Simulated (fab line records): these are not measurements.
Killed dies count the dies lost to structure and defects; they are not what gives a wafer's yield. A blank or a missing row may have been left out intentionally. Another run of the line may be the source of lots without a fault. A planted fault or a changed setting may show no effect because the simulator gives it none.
fab line records | flow n5-finfet
record lots=13 | wafers=37 | last-day=17
route steps=1938 shown BEOL_M15@1817 MIM_BOT@1832
lots untouched by any fault: they come from a run of this same line in which no faults occurred
start-h: hours from the record's first day to the start of the lot's first wafer shown | wait-h: hours from the lot's prior step to this one | " the same as in the row above | L1.1+2: a row that stands for several wafers | - no value present, or no start provided | * or withheld: withheld | < > ~ a bound
route shown NAME@n: NAME is a module with steps in the file, n the number in the route of the first one | usual: average and standard deviation across the fault-free wafers | same: alike in all rows | chamber/n: place in a boat | sites: per-site readings | _std_site: how widely they spread, as a standard deviation | _edge_site: the outer-site mean with the inner-site mean subtracted | radius-mm: for every site, how far away it sits from the centre of the wafer | mask NAME#n: copy n | behind: tool/chamber where the wafer was last shaped | hold: why the lot went on hold/how many hours it stayed there/how the hold came to an end | device: which transistor (n, p or np) failed to switch | end of line: the same wafers' tests at the end of the route | a step with no rows: only its recipe | killed: count of dies lost to structure and defects at first sort (not the wafer's yield) | map: per-die view of a wafer (x killed, . not killed, _ where there is no die)
set.NAME: setting as actually run; set.NAME@STEP: the setting as run at that earlier step | model.NAME: the simulator's own value behind a step, which no gauge read
one table for each step of the route and one row for each wafer, over a sample of lots
services: the hour from which a tool's chamber was out of use, counted from the record's first day as start-h (under 0 if before that day), plus the number of hours and why
## steps
# step N5_BEOL_M15_DEGAS_41
# recipe ambient=vacuum | temp-c=300 | time-s=60
# usual heater-power-w=510/68
# same time-s=60
lot.wafer | tool           | chamber | start-h | wait-h | heater-power-w
L792.1    | pvd-sputter-01 | -       | 246.87  | 0.5    | 573
L792.4    | "              | -       | "       | "      | 471
L792.6    | "              | -       | "       | "      | 487
L791.1    | pvd-sputter-01 | -       | 249.86  | 1.3    | 483
L791.3    | "              | -       | "       | "      | 559
L791.6    | "              | -       | "       | "      | 509
L797.3    | pvd-sputter-03 | -       | 281.85  | 0.3    | 557
L797.5    | "              | -       | "       | "      | 538
L797.6    | "              | -       | "       | "      | 540
L796.1    | pvd-sputter-01 | -       | 283.64  | 0.1    | 469
L796.4    | "              | -       | "       | "      | 563
L796.5    | "              | -       | "       | "      | 504
L794.1    | pvd-sputter-02 | -       | 290.03  | 0.3    | 435
L794.2    | "              | -       | "       | "      | 521
L794.5    | "              | -       | "       | "      | 492
L800.1    | pvd-sputter-03 | -       | 306.83  | 0.4    | 540
L800.2    | "              | -       | "       | "      | 540
L800.3    | "              | -       | "       | "      | 431
L799.2    | pvd-sputter-02 | -       | 307.00  | 0.5    | 492
L799.3    | "              | -       | "       | "      | 429
L799.4    | "              | -       | "       | "      | 531
L803.1    | pvd-sputter-01 | -       | 327.37  | 0.3    | 507
L803.5    | "              | -       | "       | "      | 578
L803.6    | "              | -       | "       | "      | 486
L806.1    | pvd-sputter-01 | -       | 359.51  | 0.8    | 584
L806.4    | "              | -       | "       | "      | 573
L809.2    | pvd-sputter-02 | -       | 364.87  | 0.2    | 501
L809.5    | "              | -       | "       | "      | 424
L809.6    | "              | -       | "       | "      | 517
L810.4    | pvd-sputter-02 | -       | 370.94  | 0.6    | 428
L810.5    | "              | -       | "       | "      | 502
L813.1    | pvd-sputter-03 | -       | 388.50  | 0.2    | 542
L813.2    | "              | -       | "       | "      | 392
L813.5    | "              | -       | "       | "      | 391
L812.1    | pvd-sputter-02 | -       | 388.63  | 0.1    | 500
L812.2    | "              | -       | "       | "      | 427
L812.5    | "              | -       | "       | "      | 638
# step N5_BEOL_M15_CMP_49
# recipe stop-on=SiO2 | t-overpolish-s=4.9 | down-force-psi=2 | platen-rpm=80 | clearing-platen-down-force-psi=2 | clearing-platen-rpm=80 | post-cmp-clean=cu-alkaline | target-thk-nm=850 | clearing-platen-pad-velocity-m-s=1.5917 | pad-velocity-m-s=1.5917
# usual barrier-field-endpoint-s=11.35/0.3 | motor-current-A=8.1/0.81 | overpolish-run-s=4.899/0.0088 | platen-rpm=80.00/0.06 | retaining-ring-pressure-frac=1.000/0.0051
lot.wafer | tool   | chamber | start-h | wait-h | barrier-field-endpoint-s | motor-current-A | overpolish-run-s | platen-rpm | retaining-ring-pressure-frac
L792.4    | cmp-01 | 2       | 247.81  | 0.2    | 11.16                    | 7.8             | 4.911            | 80.00      | 0.995
L792.1    | "      | 0       | "       | "      | 11.67                    | 8.3             | 4.909            | 79.98      | 1.003
L792.6    | "      | 1       | "       | "      | 11.63                    | 7.6             | 4.901            | 79.90      | 1.010
L791.3    | cmp-02 | 1       | 250.82  | 0.2    | 11.42                    | 7.9             | 4.910            | 79.96      | 1.011
L791.1    | "      | 2       | "       | "      | 11.42                    | 7.5             | 4.890            | 79.97      | 1.003
L791.6    | "      | 1       | "       | "      | 11.51                    | 8.5             | 4.907            | 80.14      | 1.004
L797.3    | cmp-02 | 0       | 283.05  | 0.3    | 11.14                    | 8.2             | 4.897            | 79.99      | 1.001
L797.6    | "      | 3       | "       | "      | 11.24                    | 7.6             | 4.904            | 79.97      | 1.000
L797.5    | "      | 0       | "       | "      | 11.28                    | 8.6             | 4.904            | 80.00      | 1.001
L796.4    | cmp-02 | 2       | 285.97  | 0.2    | 11.42                    | 7.3             | 4.890            | 80.07      | 1.006
L796.1    | "      | 0       | "       | "      | 11.37                    | 8.4             | 4.899            | 80.06      | 0.993
L796.5    | "      | 2       | "       | "      | 11.31                    | 7.6             | 4.874            | 79.99      | 1.003
L794.1    | cmp-02 | 2       | 290.96  | 0.3    | 11.15                    | 7.3             | 4.911            | 79.89      | 1.001
L794.2    | "      | 3       | "       | "      | 11.14                    | 7.6             | 4.879            | 79.99      | 1.010
L794.5    | "      | 3       | "       | "      | 10.98                    | 7.7             | 4.902            | 80.00      | 1.001
L800.1    | cmp-04 | 2       | 307.72  | 0.3    | 11.75                    | 7.0             | 4.890            | 79.94      | 0.999
L800.3    | "      | 0       | "       | "      | 11.45                    | 8.3             | 4.890            | 80.01      | 1.007
L800.2    | "      | 1       | "       | "      | 11.75                    | 8.3             | 4.912            | 79.89      | 1.004
L799.3    | cmp-02 | 3       | 307.92  | 0.2    | 11.27                    | 7.5             | 4.911            | 80.03      | 1.013
L799.2    | "      | 0       | "       | "      | 11.43                    | 8.8             | 4.899            | 80.05      | 0.983
L799.4    | "      | 2       | "       | "      | 11.52                    | 7.6             | 4.894            | 80.06      | 0.995
L803.1    | cmp-04 | 3       | 329.07  | 0.4    | 11.70                    | 9.7             | 4.882            | 79.90      | 0.995
L803.6    | "      | 0       | "       | "      | 11.66                    | 8.2             | 4.890            | 80.02      | 1.002
L803.5    | "      | 1       | "       | "      | 11.22                    | 7.5             | 4.893            | 80.01      | 1.003
L806.4    | cmp-04 | 1       | 360.72  | 0.2    | 11.61                    | 7.9             | 4.901            | 80.02      | 1.002
L806.1    | "      | 2       | "       | "      | 6.42                     | 7.3             | 4.902            | 80.01      | 0.998
L809.2    | cmp-04 | 2       | 366.39  | 0.2    | 11.82                    | 7.5             | 4.880            | 79.94      | 1.009
L809.6    | "      | 2       | "       | "      | 11.60                    | 6.8             | 4.910            | 80.00      | 0.999
L809.5    | "      | 3       | "       | "      | 6.48                     | 9.2             | 4.897            | 79.93      | 1.005
L810.4    | cmp-04 | 0       | 372.27  | 0.2    | 10.96                    | 8.1             | 4.911            | 80.07      | 1.009
L810.5    | "      | 1       | "       | "      | 6.10                     | 7.6             | 4.896            | 80.00      | 1.001
L813.1    | cmp-01 | 0       | 390.02  | 0.3    | 10.87                    | 7.9             | 4.889            | 80.04      | 0.999
L813.2    | "      | 2       | "       | "      | 10.69                    | 7.5             | 4.895            | 80.07      | 0.996
L813.5    | "      | 0       | "       | "      | 10.93                    | 8.0             | 4.904            | 80.05      | 0.996
L812.2    | cmp-02 | 1       | 390.35  | 0.4    | 11.87                    | 8.1             | 4.888            | 79.98      | 1.008
L812.1    | "      | 2       | "       | "      | 11.61                    | 7.6             | 4.912            | 80.11      | 1.013
L812.5    | "      | 1       | "       | "      | 11.62                    | 8.3             | 4.905            | 79.96      | 1.002
# step N5_MIM_BOT_DEGAS_01
# recipe ambient=vacuum | temp-c=300 | time-s=60
# usual heater-power-w=521/68
# same time-s=60
lot.wafer | tool           | chamber | start-h | wait-h | heater-power-w
L792.1    | pvd-sputter-03 | -       | 250.66  | 1.4    | 372
L792.4    | "              | -       | "       | "      | 544
L792.6    | "              | -       | "       | "      | 432
L791.1    | pvd-sputter-01 | -       | 253.80  | 1.5    | 506
L791.3    | "              | -       | "       | "      | 594
L791.6    | "              | -       | "       | "      | 565
L797.3    | pvd-sputter-01 | -       | 286.53  | 1.7    | 478
L797.5    | "              | -       | "       | "      | 587
L797.6    | "              | -       | "       | "      | 474
L796.1    | pvd-sputter-02 | -       | 289.33  | 1.9    | 427
L796.4    | "              | -       | "       | "      | 636
L796.5    | "              | -       | "       | "      | 511
L794.1    | pvd-sputter-02 | -       | 293.66  | 1.2    | 518
L794.2    | "              | -       | "       | "      | 654
L794.5    | "              | -       | "       | "      | 505
L800.1    | pvd-sputter-03 | -       | 309.97  | 0.8    | 438
L800.2    | "              | -       | "       | "      | 523
L800.3    | "              | -       | "       | "      | 531
L799.2    | pvd-sputter-02 | -       | 310.13  | 0.8    | 427
L799.3    | "              | -       | "       | "      | 525
L799.4    | "              | -       | "       | "      | 503
L803.1    | pvd-sputter-03 | -       | 333.62  | 3.2    | 455
L803.5    | "              | -       | "       | "      | 531
L803.6    | "              | -       | "       | "      | 373
L806.1    | pvd-sputter-01 | -       | 363.69  | 1.6    | 587
L806.4    | "              | -       | "       | "      | 593
L809.2    | pvd-sputter-01 | -       | 367.89  | 0.0    | 481
L809.5    | "              | -       | "       | "      | 479
L809.6    | "              | -       | "       | "      | 501
L810.4    | pvd-sputter-01 | -       | 373.92  | 0.3    | 595
L810.5    | "              | -       | "       | "      | 566
L813.1    | pvd-sputter-02 | -       | 393.54  | 2.1    | 658
L813.2    | "              | -       | "       | "      | 509
L813.5    | "              | -       | "       | "      | 645
L812.1    | pvd-sputter-01 | -       | 393.60  | 1.8    | 591
L812.2    | "              | -       | "       | "      | 501
L812.5    | "              | -       | "       | "      | 561
## services
tool           | chamber | start-h | hours | kind
cmp-01         | -       | 241.90  | 1.7   | repair
cmp-01         | -       | 256.66  | 12.8  | pm
pvd-sputter-01 | -       | 290.79  | 0.8   | repair
pvd-sputter-01 | -       | 294.87  | 7.9   | repair
cmp-04         | -       | 308.37  | 1.9   | repair
pvd-sputter-02 | -       | 330.33  | 4.9   | repair
cmp-02         | -       | 335.58  | 3.4   | repair
cmp-02         | -       | 361.85  | 4.0   | pm
cmp-02         | -       | 365.85  | -     | consumable-replace:conditioner
cmp-02         | -       | 365.85  | -     | consumable-replace:pad
cmp-02         | -       | 377.98  | 1.5   | repair
cmp-02         | -       | 379.80  | 2.9   | repair
cmp-01         | -       | 381.98  | 4.0   | pm
## key
first-sign step=N5_BEOL_M15_CMP_49 | reading=barrier-field-endpoint-s | direction=down | sigmas=17 | usual=11.35 | struck=6.33
effect none on later readings
met-at N5_BEOL_M15_CMP_49
struck-lots L806,L809,L810
struck-wafers L806.1,L809.5,L810.5
not-acting-at N5_BEOL_M15_DEGAS_41,N5_MIM_BOT_DEGAS_01
onset-between 329.07 360.72
fault kind=process-parameter-drift | tool=cmp-04 | chamber=- | onset-h=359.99 | steps=N5_BEOL_M15_CMP_49 | channel=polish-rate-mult | offset=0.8 | shape=step | end-h=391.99 | scope=struck-wafers-only
